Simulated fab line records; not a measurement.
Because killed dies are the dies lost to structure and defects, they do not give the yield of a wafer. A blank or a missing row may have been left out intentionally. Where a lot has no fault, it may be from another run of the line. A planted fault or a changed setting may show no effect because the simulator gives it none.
fab line records ; flow nandHarc
[record] lots = 5; wafers = 15; lastDay = 24
route steps=1159 shown P_M1@297 END@1159
lots that met no fault: from a run of the same line without faults
startH: hours from the record's opening day to when the first of the lot's shown wafers began ; waitH: hours since the lot's step before ; " same as the row above ; L1.1+2: one row covering several wafers at once ; - either no value or no given start ; * or withheld: withheld ; < > ~ a bound
route shown NAME@n: NAME is a module with steps in the file, n the number in the route of the first one ; usual: the fault-free wafers' mean and standard deviation ; same: alike in all rows ; chamber/n: place in a boat ; sites: per-site readings ; _std_site: the values' standard deviation ; _edge_site: outer sites' mean less inner sites' ; radiusMm: for every site, how far away it sits from the centre of the wafer ; mask NAME#n: copy n ; behind: the tool/chamber that last shaped the wafer ; hold: cause of the lot's hold/its duration in hours/its outcome ; device: whichever transistor did not switch (one of n, p or np) ; end of line: tests run on the same wafers once the route is complete ; step lacking rows: just its recipe ; killed: the dies lost at the first sort to structure and to defects; this is not the yield of the wafer ; map: per-die view of a wafer (x killed, . not killed, _ where there is no die)
set.NAME: setting as actually run; set.NAME@STEP: the setting as run at that earlier step ; model.NAME: the simulator's own value behind a step, which no gauge read
lots at selected steps of the route; one table per step, one row per wafer
services: from which hour (startH, from the record's first day; less than 0 if before it) a tool's chamber was out of use, for how many hours, and why
[[steps]]
[step NHARC_P_M1_INSPECT_11]
[usual] rawDefectCount = 4.0/2.7
lot.wafer;tool;chamber;startH;waitH;rawDefectCount
L993.1;defectInspect-01;-;148.51;0.0;2
L993.2;defectInspect-01;-;148.51;0.0;2
L993.4;defectInspect-01;-;148.51;0.0;2
L996.2;defectInspect-02;-;149.52;0.0;4
L996.3;defectInspect-02;-;149.52;0.0;3
L996.4;defectInspect-02;-;149.52;0.0;4
L107.2;defectInspect-01;-;220.18;0.0;3
L107.3;defectInspect-01;-;220.18;0.0;6
L107.4;defectInspect-01;-;220.18;0.0;5
L110.2;defectInspect-01;-;239.26;0.0;6
L110.4;defectInspect-01;-;239.26;0.0;6
L110.6;defectInspect-01;-;239.26;0.0;5
L113.1;defectInspect-02;-;262.44;0.1;3
L113.4;defectInspect-02;-;262.44;0.1;2
L113.6;defectInspect-02;-;262.44;0.1;1
[step NHARC_P_M1_DESCUM_14]
[recipe] timeS = 3; o2FlowSccm = 200; arFlowSccm = 0; biasPowerW = 0; chemistry = O2
[usual] drypumpMotorCurrentA = 5.7/0.55; o2FlowSccm = 199.9/0.58; oesProductAu = 1.002/0.0085; rfVppV = 58.0/0.85; showerheadPlenumPTorr = 1.97/0.077; throttleValvePct = 11.311/0.0097
lot.wafer;tool;chamber;startH;waitH;drypumpMotorCurrentA;o2FlowSccm;oesProductAu;rfHoursCounterH;rfVppV;showerheadPlenumPTorr;throttleValvePct
L993.1;rieDiel-08;0;148.58;0.1;6.4;200.2;0.997;1;58.8;2.05;11.308
L993.2;rieDiel-08;2;148.58;0.1;6.2;199.8;0.990;1;58.5;2.07;11.320
L993.4;rieDiel-08;3;148.58;0.1;5.9;200.4;0.997;1;57.3;1.95;11.299
L996.3;rieDiel-09;1;149.58;0.1;5.7;199.5;1.014;3;57.9;1.85;11.300
L996.2;rieDiel-09;2;149.58;0.1;5.4;199.5;1.008;4;57.3;1.84;11.302
L996.4;rieDiel-09;3;149.58;0.1;4.7;199.0;1.015;4;57.4;1.95;11.318
L107.2;rieDiel-05;3;220.24;0.1;5.4;199.0;0.997;2;58.6;1.95;11.311
L107.4;rieDiel-05;0;220.24;0.1;6.1;201.3;1.004;3;58.1;1.93;11.294
L107.3;rieDiel-05;2;220.24;0.1;5.6;199.9;1.000;3;59.8;2.01;11.304
L110.4;rieDiel-05;0;239.33;0.1;6.1;199.6;0.996;3;59.4;1.93;11.311
L110.2;rieDiel-05;3;239.33;0.1;5.4;199.3;1.007;2;57.7;1.95;11.309
L110.6;rieDiel-05;1;239.33;0.1;6.2;200.0;1.001;-;56.4;1.93;11.333
L113.1;rieDiel-08;0;262.50;0.1;6.4;199.3;0.984;4;58.8;2.05;11.309
L113.4;rieDiel-08;2;262.50;0.1;6.2;199.3;0.993;4;58.7;2.07;11.312
L113.6;rieDiel-08;1;262.50;0.1;6.5;199.9;1.002;-;58.1;2.00;11.316
[step NHARC_P_M1_ETCH_35]
[recipe] targetDepthA = 400; overetchA = 120; timeS = 43.94; ionEnergyEv = 200; n2FlowSccm = 150; h2FlowSccm = 150; arFlowSccm = 0; rfW = 400; biasW = 150; chemistry = N2/H2
[step NHARC_P_M1_ETCH_15]
[recipe] targetDepthA = 1825; timeS = 91.2; c4f8FlowSccm = withheld; arFlowSccm = 400; rfW = 600; biasW = 300; chemistry = C4F8/Ar
[step NHARC_P_M1_CD_MEAS_16]
[usual] cdNm = 129.9/0.62
lot.wafer;tool;chamber;startH;waitH;cdNm
L993.1;cdSem-02;-;148.88;-;130.5
L993.2;cdSem-02;-;148.88;-;129.7
L993.4;cdSem-02;-;148.88;-;129.7
L996.2;cdSem-03;-;149.89;-;129.6
L996.3;cdSem-03;-;149.89;-;129.5
L996.4;cdSem-03;-;149.89;-;129.5
L107.2;cdSem-02;-;220.54;-;129.1
L107.3;cdSem-02;-;220.54;-;129.8
L107.4;cdSem-02;-;220.54;-;129.8
L110.2;cdSem-01;-;239.63;-;130.0
L110.4;cdSem-01;-;239.63;-;129.4
L110.6;cdSem-01;-;239.63;-;129.6
L113.1;cdSem-03;-;262.81;-;129.6
L113.4;cdSem-03;-;262.81;-;129.8
L113.6;cdSem-03;-;262.81;-;130.5
[step NHARC_P_M1_STRIP_18]
[recipe] powerW = 1000; n2FlowSccm = 150; h2FlowSccm = 150; arFlowSccm = 0; biasW = 0; chemistry = N2/H2
[step NHARC_P_M1_ETCH_28]
[recipe] targetDepthA = 300; overEtchFrac = 0.3; timeS = 72.99; ionEnergyEv = 150; cf4FlowSccm = 50; n2FlowSccm = 100; arFlowSccm = 150; rfW = 300; biasW = 100; chemistry = CF4/N2
[usual] drypumpMotorCurrentA = 5.9/0.47; oesProductAu = 1.002/0.0078; rfVppV = 315.6/1.5; showerheadPlenumPTorr = 2.71/0.078; throttleValvePct = 19.794/0.0091
[same] overEtchFrac = 0.3
lot.wafer;tool;chamber;startH;waitH;drypumpMotorCurrentA;oesProductAu;rfHoursCounterH;rfVppV;showerheadPlenumPTorr;throttleValvePct
L993.2;rieDiel-05;3;-;-;5.4;1.005;9;315.1;2.67;19.794
L993.4;rieDiel-05;0;-;-;6.0;0.992;9;315.7;2.66;19.787
L993.1;rieDiel-05;1;-;-;6.2;1.007;11;314.2;2.65;19.778
L996.3;rieDiel-08;2;-;-;6.2;0.985;1;318.0;2.83;19.801
L996.2;rieDiel-08;3;-;-;5.9;1.001;1;314.2;2.67;19.786
L996.4;rieDiel-08;0;-;-;6.4;0.999;1;316.5;2.81;19.809
L107.3;rieDiel-09;2;-;-;5.4;0.983;8;312.5;2.53;19.795
L107.4;rieDiel-09;3;-;-;4.7;1.010;10;315.0;2.67;19.804
L107.2;rieDiel-09;1;-;-;5.8;1.005;9;314.1;2.55;19.808
L110.4;rieDiel-05;1;-;-;6.2;1.011;3;314.6;2.64;19.791
L110.2;rieDiel-05;0;-;-;6.1;1.004;4;315.9;2.65;19.788
L110.6;rieDiel-05;1;-;-;6.2;1.005;-;314.1;2.64;19.798
L113.1;rieDiel-05;0;-;-;6.1;1.011;6;315.4;2.65;19.799
L113.4;rieDiel-05;1;-;-;6.2;1.012;5;315.2;2.64;19.800
L113.6;rieDiel-05;0;-;-;6.1;0.990;-;314.7;2.65;19.783
[step NHARC_P_M1_STRIP_19]
[recipe] timeS = 600; tempC = 30; chemistry = postEtchResidueRemover
[step NHARC_P_M1_DEGAS_29]
[recipe] tempC = 250; timeS = 60
[step NHARC_P_M1_PRE_CLEAN_30]
[recipe] timeS = 30; tempC = 280; gas = H2/He
[step NHARC_P_M1_PVD_20]
[recipe] targetThkA = 50; biasV = 168.6; powerW = 15000; chamberPressurePa = 0.12; timeS = 8.06; substrateTempC = 50; material = TaN
[usual] cathodeDcPowerW = 15000/2.7; throttleValvePct = 29.8/0.85
lot.wafer;tool;chamber;startH;waitH;cathodeDcPowerW;throttleValvePct
L993.1;pvdSputter-01;-;-;-;15000;29.5
L993.2;pvdSputter-01;-;-;-;15004;28.3
L993.4;pvdSputter-01;-;-;-;15002;29.8
L996.2;pvdSputter-02;-;-;-;15000;29.1
L996.3;pvdSputter-02;-;-;-;14996;31.2
L996.4;pvdSputter-02;-;-;-;14999;30.8
L107.3;pvdSputter-03;-;-;-;14996;30.1
L107.2;pvdSputter-03;-;-;-;14995;28.8
L107.4;pvdSputter-03;-;-;-;15001;29.1
L110.2;pvdSputter-01;-;-;-;14997;28.3
L110.4;pvdSputter-01;-;-;-;14999;30.8
L110.6;pvdSputter-01;-;-;-;15004;30.0
L113.4;pvdSputter-01;-;-;-;15001;30.2
L113.1;pvdSputter-01;-;-;-;15001;30.9
L113.6;pvdSputter-01;-;-;-;14999;31.0
[step NHARC_P_M1_PVD_21]
[recipe] targetThkA = 300; chamberPressurePa = 5; powerW = 5000; substrateTempC = 30; timeS = 20.49; material = Cu
[usual] cathodeDcPowerW = 5000.0/0.94; throttleValvePct = 29.8/0.87
lot.wafer;tool;chamber;startH;waitH;cathodeDcPowerW;throttleValvePct
L993.1;pvdSputter-01;-;-;-;5000.3;29.8
L993.2;pvdSputter-01;-;-;-;5000.5;28.6
L993.4;pvdSputter-01;-;-;-;4999.6;29.7
L996.2;pvdSputter-02;-;-;-;5001.1;30.0
L996.4;pvdSputter-02;-;-;-;4999.5;31.4
L996.3;pvdSputter-02;-;-;-;4998.8;29.4
L107.2;pvdSputter-03;-;-;-;5002.3;29.3
L107.4;pvdSputter-03;-;-;-;4998.1;30.5
L107.3;pvdSputter-03;-;-;-;4999.8;30.2
L110.2;pvdSputter-01;-;-;-;5000.0;29.5
L110.4;pvdSputter-01;-;-;-;4999.7;30.0
L110.6;pvdSputter-01;-;-;-;5001.1;29.2
L113.4;pvdSputter-01;-;-;-;4999.3;30.3
L113.1;pvdSputter-01;-;-;-;4999.8;29.4
L113.6;pvdSputter-01;-;-;-;5000.4;30.3
[step NHARC_P_M1_ECD_22]
[recipe] targetThkA = 4000; bathTempC = 25; material = Cu
lot.wafer;tool;chamber;startH;waitH
L993.1+2+4;ecdCu-02;0,1,1;149.98;-
L996.2+3+4;ecdCu-01;0,0,1;150.98;-
L107.2+3+4;ecdCu-01;1,1,0;221.76;-
L110.2+4+6;ecdCu-02;1,0,0;240.71;-
L113.1+4+6;ecdCu-01;0,1,0;263.93;-
[step NHARC_P_M1_ANNEAL_31]
[recipe] tempC = 225; timeS = 90
[usual] wafer_temp_C_max = 226.5/0.64
lot.wafer;tool;chamber;startH;waitH;wafer_temp_C_max
L993.1;rtpAnneal-01;0;150.52;-;226.5
L993.2;rtpAnneal-01;0;150.52;-;226.3
L993.4;rtpAnneal-01;0;150.52;-;226.8
L996.2;rtpAnneal-02;0;151.44;0.4;226.0
L996.3;rtpAnneal-02;0;151.44;0.4;225.8
L996.4;rtpAnneal-02;0;151.44;0.4;225.9
L107.2;rtpAnneal-01;0;222.20;0.4;226.7
L107.3;rtpAnneal-01;0;222.20;0.4;227.3
L107.4;rtpAnneal-01;0;222.20;0.4;226.7
L110.2;rtpAnneal-02;0;241.14;0.4;225.9
L110.4;rtpAnneal-02;0;241.14;0.4;225.8
L110.6;rtpAnneal-02;0;241.14;0.4;225.9
L113.1;rtpAnneal-01;0;264.26;-;226.9
L113.4;rtpAnneal-01;0;264.26;-;227.7
L113.6;rtpAnneal-01;0;264.26;-;226.6
[step NHARC_P_M1_CMP_23]
[recipe] tOverpolishS = 20; targetThkNm = 157.82
[usual] motorCurrentA = 12.6/1.1; timeToEndpointS = 28.6/2
lot.wafer;tool;chamber;startH;waitH;motorCurrentA;timeToEndpointS
L993.4;cmp-03;3;150.90;-;13.1;31.6
L993.1;cmp-03;0;150.90;-;15.1;30.8
L993.2;cmp-03;1;150.90;-;14.5;30.0
L996.3;cmp-03;0;151.74;-;15.4;25.2
L996.4;cmp-03;1;151.74;-;13.8;28.5
L996.2;cmp-03;2;151.74;-;10.3;26.1
L107.2;cmp-01;2;222.49;-;12.3;31.3
L107.4;cmp-01;3;222.49;-;12.7;30.8
L107.3;cmp-01;1;222.49;-;12.2;29.7
L110.4;cmp-02;0;241.44;-;12.0;12.6
L110.2;cmp-02;3;241.44;-;12.9;25.0
L110.6;cmp-02;0;241.44;-;12.1;28.2
L113.1;cmp-01;1;264.61;-;12.3;29.5
L113.4;cmp-01;3;264.61;-;13.6;30.9
L113.6;cmp-01;2;264.61;-;11.4;24.6
[step NHARC_P_M1_THK_MEAS_24]
[recipe] thkMeasGauge = xrf
[usual] thkNm = 158.0/1.2
lot.wafer;tool;chamber;startH;waitH;thkNm
L993.1;filmMetro-01;-;151.19;-;160.6
L993.2;filmMetro-01;-;151.19;-;157.9
L993.4;filmMetro-01;-;151.19;-;159.1
L996.2;filmMetro-01;-;152.06;-;157.0
L996.3;filmMetro-01;-;152.06;-;156.5
L996.4;filmMetro-01;-;152.06;-;158.7
L107.2;filmMetro-01;-;222.80;-;157.5
L107.3;filmMetro-01;-;222.80;-;157.3
L107.4;filmMetro-01;-;222.80;-;158.3
L110.2;filmMetro-01;-;241.75;-;155.9
L110.4;filmMetro-01;-;241.75;-;157.2
L110.6;filmMetro-01;-;241.75;-;158.4
L113.1;filmMetro-01;-;264.93;-;159.6
L113.4;filmMetro-01;-;264.93;-;157.3
L113.6;filmMetro-01;-;264.93;-;159.4
[step NHARC_END_SORT_01]
[recipe] tempC = 25
[usual] defectLimitedYield = 95.8/1.2; killedAtArray = 24/7.4; killedAtOther = 0.5/0.81; killedAtPeriphery = 3.4/2.3; killedDies = 28/8; killedOpen = 3.4/1.8; killedShort = 2.0/1.4; sort_bin_2_pct = 1.3/0.54; sort_bin_3_pct = 0.23/0.2; sort_bin_4_pct = 2.7/0.77; sortNPass = 649/8; sortRimYieldPct = 94.2/2.7; sortYieldPct = 95.8/1.2
[same] grossDies = 677; sort_bin_5_pct[%] = 0; sort_bin_6_pct[%] = 0; sort_bin_7_pct[%] = 0; sort_bin_8_pct[%] = 0; sortRimNGross = 106.00
lot.wafer;tool;chamber;startH;waitH;defectLimitedYield[%];killedAtArray;killedAtOther;killedAtPeriphery;killedDies;killedOpen;killedShort;sort_bin_2_pct[%];sort_bin_3_pct[%];sort_bin_4_pct[%];sortNPass;sortRimYieldPct[%];sortYieldPct[%]
L113.1;prober-02;0;578.64;2.5;95.7;27;0;2;29;2;3;1.5;0.44;2.4;648;99.1;95.7
L113.4;prober-02;0;581.04;3.4;94.7;32;0;4;36;5;2;1.6;0.15;3.5;641;89.6;94.7
L113.6;prober-02;0;582.64;4.0;95.1;33;0;0;33;2;4;1.3;0.59;3.0;644;92.5;95.1
// killed by level:class
L113.1 A_SLIT:chamberFilmFlake=14 A_CHANNEL_HOLE_D1:chamberFilmFlake=7 A_CONTACT:chamberFilmFlake=2 P_M0:geometricParticle:short=1 P_M2:geometricParticle:short=1 A_CHANNEL_FILL_D1:geometricParticle:open=1 A_CHANNEL_FILL_D1:geometricParticle:short=1 A_CONTACT:geometricParticle:open=1
L113.4 A_SLIT:chamberFilmFlake=15 A_CONTACT:chamberFilmFlake=8 A_CHANNEL_HOLE_D1:chamberFilmFlake=3 A_STAIRCASE:chamberFilmFlake=2 P_CONTACT:geometricParticle:open=1 P_M0:geometricParticle:short=1 P_M2:geometricParticle:open=1 A_CHANNEL_FILL_D1:geometricParticle:open=1
L113.6 A_SLIT:chamberFilmFlake=10 A_CHANNEL_HOLE_D1:chamberFilmFlake=9 A_CONTACT:chamberFilmFlake=4 A_CHANNEL_FILL_D1:geometricParticle:short=3 A_CHANNEL_FILL_D1:chamberFilmFlake=2 A_STAIRCASE:chamberFilmFlake=2 A_SGD_CUT:geometricParticle:short=1 A_WL_FILL:geometricParticle:open=1
[[services]]
tool;chamber;startH;hours;kind
rieDiel-08;-;124.80;9.0;pm
cmp-03;-;126.18;1.3;repair
pvdSputter-02;-;129.72;3.8;repair
rieDiel-05;3;137.69;7.5;repair
rieDiel-09;3;139.88;7.5;repair
cmp-01;-;146.72;1.0;repair
cmp-03;-;156.16;4.0;pm
pvdSputter-01;-;158.00;10.0;pm
cmp-03;-;163.31;1.1;repair
rieDiel-05;-;163.66;9.0;pm
cmp-03;-;166.27;9.4;repair
cmp-01;-;167.05;1.3;repair
rieDiel-09;2;167.06;13.7;repair
rieDiel-05;3;176.30;15.1;repair
cmp-01;-;179.50;4.0;pm
ecdCu-02;-;180.00;8.0;pm
cmp-01;-;195.96;0.4;repair
rieDiel-08;1;202.52;26.2;repair
pvdSputter-03;-;202.88;5.0;repair
cmp-03;-;211.65;0.4;repair
pvdSputter-02;-;214.04;10.0;pm
ecdCu-02;-;231.56;7.2;repair
cmp-03;-;248.51;3.3;repair
rieDiel-05;2;255.55;2.5;repair
[[key]]
[firstSign] step = NHARC_P_M1_CMP_23; reading = timeToEndpointS; direction = down; sigmas = 8.1; usual = *; struck = *
effect none on later readings
metAt NHARC_P_M1_ECD_22
struckWafers L110.4
onsetBetween 149.98 240.71
[fault] kind = processParameterDrift; tool = ecdCu-02; chamber = -; onsetH = 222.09; steps = NHARC_P_M1_ECD_22; channel = targetThkA; offset = *; shape = step; endH = 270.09; scope = struckWafersOnly; actsIn = *; stated = *
